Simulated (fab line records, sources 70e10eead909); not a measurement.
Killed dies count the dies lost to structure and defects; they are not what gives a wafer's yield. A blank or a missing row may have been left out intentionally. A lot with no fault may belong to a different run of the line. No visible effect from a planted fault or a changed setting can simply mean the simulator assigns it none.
fab line records ; flow nand-harc
[record] lots = 12; wafers = 36; last-day = 25
route steps=1159 shown A_BONDPAD@1059 THIN_TSV@1118 END@1159
lots that met no fault: from a run of the same line without faults
start-h: hours from the record's opening day to when the first of the lot's shown wafers began ; wait-h: hours from the lot's prior step to this one ; " as in the row above ; L1.1+2: one row covering several wafers at once ; - no value, or no start given ; * or withheld: withheld ; < > ~ a bound
route shown NAME@n: NAME is a module with steps in the file, n the number in the route of the first one ; usual: mean/standard deviation of fault-free wafers ; same: alike in all rows ; chamber/n: place in a boat ; sites: each site's reading ; _std_site: standard deviation of those values ; _edge_site: inner sites' mean taken away from outer sites' mean ; radius-mm: for every site, how far away it sits from the centre of the wafer ; mask NAME#n: copy n ; behind: tool/chamber where the wafer was last shaped ; hold: cause of the lot's hold/its duration in hours/its outcome ; device: the n, p or np transistor that did not switch ; end of line: the route-end tests of the same wafers ; a step given without rows: its recipe and nothing more ; killed: the dies lost at the first sort to structure and to defects; this is not the yield of the wafer ; map: shows each die of a wafer: x if killed, . if not, _ if none is there
set.NAME: setting as actually run; set.NAME@STEP: the setting as run at that earlier step ; model.NAME: the simulator's own value behind a step, which no gauge read
the route's steps for a sample of lots (tables are steps, rows are wafers)
services: the hour from which a tool's chamber was out of use, counted from the record's first day as start-h (under 0 if before that day), plus the number of hours and why
[[steps]]
[step NHARC_A_BONDPAD_DEP_00]
[recipe] target-thk-a = 2500; temp-c = 370; target-thk-nm = 250; pressure-torr = 3; flow-sccm = 200; rf-w = 450; material = SiCN
[usual] chamber-pressure-Torr = 2.999/0.0065; heater-power-w = 590/74
lot.wafer;tool;chamber;start-h;wait-h;chamber-pressure-Torr;heater-power-w;since-wet-clean-h
L685.2;pecvd-04;1;403.79;-;3.001;494;14
L685.1;pecvd-04;2;403.79;-;3.002;678;14
L685.3;pecvd-04;0;403.79;-;3.002;462;14
L688.3;pecvd-04;2;415.57;-;3.000;674;26
L688.1;pecvd-04;0;415.57;-;2.999;468;26
L688.6;pecvd-04;1;415.57;-;3.005;470;-
L689.3;pecvd-04;1;419.94;-;3.008;525;30
L689.1;pecvd-04;2;419.94;-;3.013;612;30
L689.6;pecvd-04;2;419.94;-;2.994;632;-
L687.1;pecvd-03;0;420.27;-;3.004;530;115
L687.4;pecvd-03;0;420.27;-;3.008;545;-
L687.6;pecvd-03;1;420.27;-;2.992;600;-
L691.3;pecvd-01;0;443.88;-;2.998;605;13
L691.1;pecvd-01;2;443.88;-;2.999;629;13
L691.4;pecvd-01;0;443.88;-;3.006;619;-
L699.2;pecvd-04;1;504.85;-;3.003;473;115
L699.1;pecvd-04;2;504.85;-;2.986;564;115
L699.4;pecvd-04;1;504.85;-;3.008;505;-
L702.2;pecvd-04;2;515.17;-;2.982;632;126
L702.3;pecvd-04;0;515.17;-;3.001;470;126
L702.4;pecvd-04;1;515.17;-;2.993;455;-
L704.3;pecvd-01;0;516.71;-;3.000;551;86
L704.2;pecvd-01;1;516.71;-;2.990;675;86
L704.6;pecvd-01;2;516.71;-;2.986;636;-
L705.2;pecvd-01;1;519.76;-;2.993;674;89
L705.3;pecvd-01;2;519.76;-;3.000;588;89
L705.5;pecvd-01;0;519.76;-;3.008;569;-
L707.6;pecvd-03;0;532.80;-;3.008;600;-
L707.5;pecvd-03;1;532.80;-;2.997;625;-
L707.4;pecvd-03;2;532.80;-;3.003;666;-
L706.2;pecvd-03;0;533.75;-;2.995;610;48
L706.1;pecvd-03;2;533.75;-;3.007;605;48
L706.4;pecvd-03;1;533.75;-;2.999;626;-
L708.2;pecvd-03;1;545.57;-;2.999;672;59
L708.1;pecvd-03;0;545.57;-;2.998;499;59
L708.5;pecvd-03;2;545.57;-;3.002;662;-
[step NHARC_THIN_TSV_DESCUM_14]
[recipe] time-s = 3; o2-flow-sccm = 200; ar-flow-sccm = 0; bias-power-w = 0; chemistry = O2
[usual] drypump-motor-current-A = 5.8/0.34; oes-product-au = 0.997/0.0085; rf-vpp-V = 57.7/0.88; showerhead-plenum-p-Torr = 1.89/0.092; throttle-valve-pct = 11.313/0.0094
lot.wafer;tool;chamber;start-h;wait-h;drypump-motor-current-A;oes-product-au;rf-hours-counter-h;rf-vpp-V;showerhead-plenum-p-Torr;throttle-valve-pct
L685.1;rie-diel-07;0;421.82;-;5.6;0.993;0;58.5;2.04;11.323
L685.3;rie-diel-07;2;421.82;-;5.1;1.009;0;56.2;2.03;11.335
L685.2;rie-diel-07;3;421.82;-;6.6;1.002;0;58.2;1.78;11.314
L688.1;rie-diel-07;2;434.38;-;5.1;1.005;2;57.7;2.03;11.311
L688.3;rie-diel-07;3;434.38;-;6.6;1.008;1;56.8;1.78;11.295
L688.6;rie-diel-07;0;434.38;-;5.6;0.992;-;59.4;2.04;11.322
L689.1;rie-diel-11;1;435.55;-;6.3;0.992;6;56.3;1.83;11.321
L689.3;rie-diel-11;2;435.55;-;6.1;1.008;6;58.3;1.97;11.304
L689.6;rie-diel-11;1;435.55;-;6.3;0.987;-;58.6;1.83;11.304
L687.4;rie-diel-11;0;439.75;-;5.4;0.997;7;58.1;1.99;11.306
L687.1;rie-diel-11;1;439.75;-;6.3;0.992;6;57.0;1.83;11.315
L687.6;rie-diel-11;1;439.75;-;6.3;0.990;-;58.0;1.83;11.320
L691.1;rie-diel-04;3;460.78;-;5.9;1.011;11;56.2;1.83;11.318
L691.3;rie-diel-04;0;460.78;-;5.7;0.999;11;58.3;1.83;11.318
L691.4;rie-diel-04;1;460.78;-;5.4;0.995;11;56.8;2.01;11.313
L699.1;rie-diel-07;3;527.25;-;6.6;0.994;6;57.6;1.78;11.308
L699.2;rie-diel-07;0;527.25;-;5.6;0.994;6;58.5;2.04;11.300
L699.4;rie-diel-07;1;527.25;-;5.7;1.004;7;57.7;1.87;11.308
L702.2;rie-diel-11;0;535.09;-;5.4;0.989;18;58.7;1.99;11.299
L702.3;rie-diel-11;1;535.09;-;6.3;0.998;17;58.1;1.83;11.305
L702.4;rie-diel-11;2;535.09;-;6.1;1.008;19;57.7;1.96;11.303
L704.2;rie-diel-04;0;537.52;-;5.7;1.012;4;58.1;1.83;11.304
L704.3;rie-diel-04;1;537.52;-;5.4;1.000;5;58.6;2.01;11.319
L704.6;rie-diel-04;2;537.52;-;6.0;0.994;-;56.6;1.79;11.319
L705.3;rie-diel-11;1;538.80;-;6.3;1.011;17;58.1;1.83;11.327
L705.2;rie-diel-11;2;538.80;-;6.1;1.002;19;57.5;1.96;11.319
L705.5;rie-diel-11;1;538.80;-;6.3;0.998;-;57.0;1.83;11.314
L707.4;rie-diel-04;1;547.26;-;5.4;1.001;6;58.6;2.01;11.309
L707.6;rie-diel-04;0;547.26;-;5.6;1.002;-;54.9;1.83;11.315
L707.5;rie-diel-04;1;547.26;-;5.4;0.995;-;58.3;2.01;11.308
L706.4;rie-diel-04;1;552.42;-;5.4;0.995;6;58.3;2.01;11.305
L706.1;rie-diel-04;2;552.42;-;5.9;1.008;7;57.6;1.79;11.309
L706.2;rie-diel-04;0;552.42;-;5.6;1.003;6;57.9;1.83;11.318
L708.1;rie-diel-04;2;562.49;-;6.0;0.997;7;57.0;1.79;11.311
L708.2;rie-diel-04;3;562.49;-;5.9;1.000;7;57.8;1.83;11.324
L708.5;rie-diel-04;1;562.49;-;5.4;0.994;-;57.7;2.01;11.318
[step NHARC_THIN_TSV_ETCH_15]
[recipe] target-depth-a = 30000; bosch-target-overetch-cycles = 2; bosch-etch-step-s = 2.8; bosch-dep-step-s = 1.2; bosch-cycles = 14
[usual] drypump-motor-current-A = 5.7/0.31; he-backside-leak-sccm = 2.68/0.27
lot.wafer;tool;chamber;start-h;wait-h;drypump-motor-current-A;he-backside-leak-sccm;rf-hours-counter-h
L685.2;rie-si-03;2;422.47;-;5.3;2.51;0.6
L685.1;rie-si-03;3;422.47;-;6.2;2.28;0.8
L685.3;rie-si-03;1;422.47;-;6.0;2.63;0.7
L688.3;rie-si-03;2;435.02;-;5.3;2.33;0.8
L688.1;rie-si-03;1;435.02;-;6.0;2.61;0.9
L688.6;rie-si-03;3;435.02;-;6.3;2.39;-
L689.3;rie-si-02;0;436.22;-;5.5;2.82;0.5
L689.1;rie-si-02;1;436.22;-;5.7;2.71;0.5
L689.6;rie-si-02;3;436.22;-;5.7;2.79;-
L687.1;rie-si-03;1;440.41;-;6.0;2.65;1.0
L687.4;rie-si-03;3;440.41;-;6.2;2.50;1.1
L687.6;rie-si-03;1;440.41;-;6.0;2.66;-
L691.3;rie-si-03;0;461.42;-;5.8;2.65;1.3
L691.1;rie-si-03;2;461.42;-;5.3;2.34;1.0
L691.4;rie-si-03;3;461.42;-;6.3;2.54;1.2
L699.4;rie-si-03;0;527.92;-;5.8;2.59;0.0
L699.2;rie-si-03;1;527.92;-;6.0;2.69;0.0
L699.1;rie-si-03;2;527.92;-;5.3;2.25;0.0
L702.3;rie-si-03;2;535.75;-;5.3;2.33;0.0
L702.2;rie-si-03;0;535.75;-;5.8;2.79;0.1
L702.4;rie-si-03;1;535.75;-;5.9;2.59;0.0
L704.2;rie-si-03;2;538.16;-;5.3;2.47;0.1
L704.3;rie-si-03;0;538.16;-;5.8;2.65;0.1
L704.6;rie-si-03;3;538.16;-;6.3;2.54;-
L705.3;rie-si-04;3;539.46;-;6.1;2.61;0.8
L705.2;rie-si-04;0;539.46;-;5.2;2.35;0.7
L705.5;rie-si-04;3;539.46;-;6.1;2.77;-
L707.4;rie-si-02;3;547.92;-;5.6;2.82;1.4
L707.5;rie-si-02;2;547.92;-;5.4;3.15;-
L707.6;rie-si-02;3;547.92;-;5.6;2.98;-
L706.4;rie-si-02;0;553.09;-;5.5;2.89;1.5
L706.1;rie-si-02;1;553.09;-;5.7;2.56;1.4
L706.2;rie-si-02;2;553.09;-;5.3;2.67;1.4
L708.2;rie-si-02;1;563.30;-;5.8;2.61;1.5
L708.1;rie-si-02;2;563.30;-;5.3;3.14;1.4
L708.5;rie-si-02;1;563.30;-;5.7;2.57;-
[step NHARC_THIN_TSV_PVD_19]
[recipe] target-thk-a = 200; chamber-pressure-pa = 5; material = TaN
[usual] throttle-valve-pct = 30.3/0.87
lot.wafer;tool;chamber;start-h;wait-h;throttle-valve-pct
L685.3;pvd-sputter-03;-;-;-;30.1
L685.1;pvd-sputter-03;-;-;-;30.1
L685.2;pvd-sputter-03;-;-;-;31.1
L688.1;pvd-sputter-02;-;-;-;30.7
L688.3;pvd-sputter-02;-;-;-;28.8
L688.6;pvd-sputter-02;-;-;-;29.9
L689.3;pvd-sputter-02;-;-;-;30.2
L689.1;pvd-sputter-02;-;-;-;29.0
L689.6;pvd-sputter-02;-;-;-;30.0
L687.4;pvd-sputter-03;-;-;-;30.8
L687.1;pvd-sputter-03;-;-;-;30.3
L687.6;pvd-sputter-03;-;-;-;30.1
L691.1;pvd-sputter-01;-;-;-;32.4
L691.4;pvd-sputter-01;-;-;-;30.0
L691.3;pvd-sputter-01;-;-;-;29.2
L699.1;pvd-sputter-01;-;-;-;33.0
L699.2;pvd-sputter-01;-;-;-;30.9
L699.4;pvd-sputter-01;-;-;-;29.2
L702.2;pvd-sputter-03;-;-;-;30.9
L702.3;pvd-sputter-03;-;-;-;29.6
L702.4;pvd-sputter-03;-;-;-;30.8
L704.3;pvd-sputter-02;-;-;-;30.8
L704.2;pvd-sputter-02;-;-;-;29.0
L704.6;pvd-sputter-02;-;-;-;30.6
L705.3;pvd-sputter-03;-;-;-;29.6
L705.2;pvd-sputter-03;-;-;-;30.8
L705.5;pvd-sputter-03;-;-;-;29.4
L707.4;pvd-sputter-03;-;-;-;29.8
L707.6;pvd-sputter-03;-;-;-;30.3
L707.5;pvd-sputter-03;-;-;-;30.7
L706.2;pvd-sputter-02;-;-;-;30.9
L706.1;pvd-sputter-02;-;-;-;28.9
L706.4;pvd-sputter-02;-;-;-;30.2
L708.1;pvd-sputter-02;-;-;-;30.9
L708.2;pvd-sputter-02;-;-;-;30.1
L708.5;pvd-sputter-02;-;-;-;31.1
[step NHARC_END_SORT_01]
[recipe] temp-c = 25
[usual] defect-limited-yield = 95.7/1.4; killed-at-array = 25/9.2; killed-at-other = 0.9/1.3; killed-at-periphery = 3.3/2.3; killed-dies = 29/9.6; killed-open = 3.2/1.8; killed-short = 2/1.4; sort_bin_2_pct = 1.3/0.65; sort_bin_3_pct = 0.25/0.21; sort_bin_4_pct = 2.8/0.9; sort-n-pass = 648/9.6; sort-rim-yield-pct = 94/3; sort-yield-pct = 95.7/1.4
[same] gross-dies = 677; sort_bin_5_pct[%] = 0; sort_bin_6_pct[%] = 0; sort_bin_7_pct[%] = 0; sort_bin_8_pct[%] = 0; sort-rim-n-gross = 106.00
lot.wafer;tool;chamber;start-h;wait-h;defect-limited-yield[%];killed-at-array;killed-at-other;killed-at-periphery;killed-dies;killed-open;killed-short;sort_bin_2_pct[%];sort_bin_3_pct[%];sort_bin_4_pct[%];sort-n-pass;sort-rim-yield-pct[%];sort-yield-pct[%]
L687.1;prober-01;0;459.03;2.5;95.0;31;0;3;34;2;4;1.6;0.44;3.0;643;93;95.0
L687.4;prober-01;0;461.39;3.4;95.4;22;1;8;31;6;1;1.9;0.15;2.5;646;94;95.4
L687.6;prober-01;0;462.97;3.9;95.0;30;0;4;34;3;2;1.8;0.44;2.8;643;94;95.0
L691.1;prober-01;0;475.49;2.5;97.6;15;0;1;16;2;0;0.4;0.15;1.8;661;92;97.6
L691.3;prober-01;0;477.07;3.1;96.0;23;0;4;27;2;5;1.5;0;2.5;650;93;96.0
L691.4;prober-01;0;477.86;3.4;95.9;24;0;4;28;1;1;0.9;0.15;3.1;649;97;95.9
L699.1;prober-02;0;542.04;2.5;96.0;24;2;1;27;3;5;1.0;0.44;2.5;650;96;96.0
L699.2;prober-02;0;542.82;2.8;85.2;98;1;1;100;0;2;6.6;5.02;3.1;577;85;85.2
L699.4;prober-02;0;544.38;3.3;85.7;91;5;1;97;3;5;5.0;5.32;4.0;580;86;85.7
L702.2;prober-02;0;560.23;2.8;95.9;19;3;6;28;5;2;1.0;0;3.1;649;93;95.9
L702.3;prober-02;0;561.03;3.1;96.8;14;2;6;22;4;6;1.3;0.15;1.8;655;98;96.8
L702.4;prober-02;0;561.83;3.4;86.1;91;0;3;94;4;5;5.6;4.43;3.8;583;83;86.1
L707.4;prober-01;0;569.75;3.4;96.3;17;2;6;25;6;2;0.9;0;2.8;652;96;96.3
L707.5;prober-01;0;570.56;3.7;96.5;16;1;7;24;3;1;1.5;0.15;1.9;653;94;96.5
L707.6;prober-01;0;571.37;4.0;97.0;15;2;3;20;2;3;0.9;0;2.1;657;93;97.0
// killed by level:class
L687.1 A_CONTACT:chamber-film-flake=12 A_CHANNEL_HOLE_D1:chamber-film-flake=8 A_STAIRCASE:chamber-film-flake=2 A_SLIT:chamber-film-flake=2 A_WL_FILL:chamber-film-flake=2 P_M0:geometric-particle:open=1 A_CHANNEL_HOLE_D1:geometric-particle:short=1 A_CHANNEL_FILL_D1:geometric-particle:short=1
L687.4 A_CHANNEL_HOLE_D1:chamber-film-flake=9 P_M1:chamber-film-flake=4 A_STAIRCASE:chamber-film-flake=4 A_CONTACT:chamber-film-flake=3 P_M2:geometric-particle:open=2 P_GATE:geometric-particle:open=1 A_CHANNEL_FILL_D1:geometric-particle:short=1 A_WL_FILL:geometric-particle:open=1
L687.6 A_CHANNEL_HOLE_D1:chamber-film-flake=13 A_CONTACT:chamber-film-flake=7 A_WL_FILL:chamber-film-flake=4 A_STAIRCASE:chamber-film-flake=3 P_CONTACT:geometric-particle:short=1 P_M2:geometric-particle:open=1 A_ONON_D1:geometric-particle:short=1 A_BLC:geometric-particle:open=1
L691.1 A_CHANNEL_HOLE_D1:chamber-film-flake=8 A_STAIRCASE:chamber-film-flake=4 A_SOURCE_PLATE:geometric-particle:open=1 A_CONTACT:geometric-particle:open=1 P_STI:chamber-film-flake=1 A_CONTACT:chamber-film-flake=1
L691.3 A_CHANNEL_HOLE_D1:chamber-film-flake=13 A_STAIRCASE:chamber-film-flake=4 P_CONTACT:geometric-particle:short=1 P_M0:geometric-particle:short=1 A_CHANNEL_HOLE_D1:geometric-particle:short=1 A_SGD_CUT:geometric-particle:short=1 A_BLC:geometric-particle:open=1 A_BLC:geometric-particle:short=1
L691.4 A_CHANNEL_HOLE_D1:chamber-film-flake=18 A_STAIRCASE:chamber-film-flake=3 P_STI:chamber-film-flake=2 A_CHANNEL_FILL_D1:geometric-particle:short=1 A_M0:geometric-particle:open=1 P_GATE:chamber-film-flake=1 P_M1:chamber-film-flake=1 A_ZERO_WELL:chamber-film-flake=1
L699.1 A_STAIRCASE:chamber-film-flake=6 A_SLIT:chamber-film-flake=5 A_CONTACT:chamber-film-flake=3 A_CONTACT:geometric-particle:short=2 A_CHANNEL_HOLE_D1:chamber-film-flake=2 THIN_TSV:chamber-film-flake=2 P_M0:geometric-particle:open=1 A_CHANNEL_FILL_D1:geometric-particle:short=1
L699.2 A_BONDPAD:unspecified=76 A_STAIRCASE:chamber-film-flake=11 A_CHANNEL_HOLE_D1:chamber-film-flake=6 A_SLIT:chamber-film-flake=3 P_CONTACT:geometric-particle:short=1 STARTING-WAFER:geometric-particle:short=1 A_CONTACT:chamber-film-flake=1 A_M1:chamber-film-flake=1
L699.4 A_BONDPAD:unspecified=69 A_STAIRCASE:chamber-film-flake=9 A_CHANNEL_HOLE_D1:chamber-film-flake=5 THIN_TSV:chamber-film-flake=5 A_WL_FILL:geometric-particle:short=4 P_M0:geometric-particle:open=1 A_ONON_D1:geometric-particle:open=1 A_M0:geometric-particle:short=1
L702.2 A_STAIRCASE:chamber-film-flake=6 A_CHANNEL_HOLE_D1:chamber-film-flake=4 P_ZERO_WELL:chamber-film-flake=3 A_CONTACT:chamber-film-flake=3 P_M0:geometric-particle:open=2 A_WL_FILL:chamber-film-flake=2 THIN_TSV:chamber-film-flake=2 P_CONTACT:geometric-particle:short=1
L702.3 A_CONTACT:chamber-film-flake=5 A_STAIRCASE:chamber-film-flake=3 A_CONTACT:geometric-particle:short=2 THIN_TSV:chamber-film-flake=2 P_CONTACT:geometric-particle:short=1 P_CONTACT:geometric-particle:open=1 P_M0:geometric-particle:open=1 P_M0:geometric-particle:short=1
L702.4 A_BONDPAD:unspecified=71 A_STAIRCASE:chamber-film-flake=5 A_CONTACT:chamber-film-flake=5 A_CHANNEL_HOLE_D1:chamber-film-flake=4 A_WL_FILL:geometric-particle:short=3 P_STI:geometric-particle:short=1 P_CONTACT:geometric-particle:open=1 P_CONTACT:geometric-particle:short=1
L707.4 A_CONTACT:chamber-film-flake=6 P_M2:chamber-film-flake=3 A_CHANNEL_HOLE_D1:chamber-film-flake=3 A_SLIT:chamber-film-flake=3 THIN_TSV:chamber-film-flake=2 P_GATE:geometric-particle:open=1 P_CONTACT:geometric-particle:open=1 P_M0:geometric-particle:open=1
L707.5 A_CONTACT:chamber-film-flake=7 P_M2:chamber-film-flake=5 A_CHANNEL_HOLE_D1:chamber-film-flake=3 A_SLIT:chamber-film-flake=2 P_GATE:geometric-particle:short=1 A_CONTACT:geometric-particle:open=1 A_BLC:geometric-particle:open=1 A_M0:geometric-particle:open=1
L707.6 A_CHANNEL_HOLE_D1:chamber-film-flake=6 A_ONON_D1:geometric-particle:short=2 P_M2:chamber-film-flake=2 A_STAIRCASE:chamber-film-flake=2 A_CONTACT:chamber-film-flake=2 THIN_TSV:chamber-film-flake=2 A_ONON_D1:geometric-particle:open=1 A_CONTACT:geometric-particle:short=1
[[services]]
tool;chamber;start-h;hours;kind
pvd-sputter-02;-;385.65;1.3;repair
rie-si-02;-;388.00;9.0;pm
pvd-sputter-02;-;392.03;10.0;pm
rie-diel-07;1;397.80;6.8;repair
pvd-sputter-03;-;398.68;3.1;repair
rie-diel-04;0;403.57;8.0;repair
rie-diel-07;-;405.20;9.0;pm
pvd-sputter-02;-;408.58;4.6;repair
rie-si-02;0;410.53;2.3;repair
pecvd-01;-;418.00;13.0;pm
pvd-sputter-03;-;458.00;10.0;pm
rie-diel-04;-;465.95;9.0;pm
pecvd-03;-;473.29;13.0;pm
rie-diel-11;-;478.45;0.2;repair
rie-diel-07;2;479.52;4.0;repair
rie-si-03;-;509.00;9.0;pm
rie-diel-11;1;511.16;5.6;repair
rie-si-02;3;525.86;5.6;repair
rie-si-02;2;534.75;4.5;repair
rie-diel-11;-;543.59;9.0;pm
pvd-sputter-03;-;555.20;2.9;repair
pecvd-04;-;557.77;13.0;pm
rie-diel-04;0;561.89;7.3;repair
rie-si-02;-;565.00;9.0;pm
[[key]]
[first-sign] step = NHARC_END_SORT_01; reading = killed-at-array; direction = up; sigmas = 7.4; usual = 25; struck = 93
[effect] step = NHARC_END_SORT_01; reading = killed-dies; direction = up; sigmas = 7; usual = 29; struck = 97
[more-kills-born-at] NHARC_A_BONDPAD_DEP_00@pecvd-04 = 216
met-at NHARC_A_BONDPAD_DEP_00
struck-lots L699,L702
struck-wafers L699.2,L699.4,L702.4
not-acting-at NHARC_THIN_TSV_DESCUM_14,NHARC_THIN_TSV_ETCH_15,NHARC_THIN_TSV_PVD_19
onset-between 419.94 504.85
[fault] kind = chamber-particle-source; tool = pecvd-04; chamber = 1; onset-h = 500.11; steps = NHARC_A_BONDPAD_DEP_00; rate-per-visit-cm2 = 1.7616; end-h = 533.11
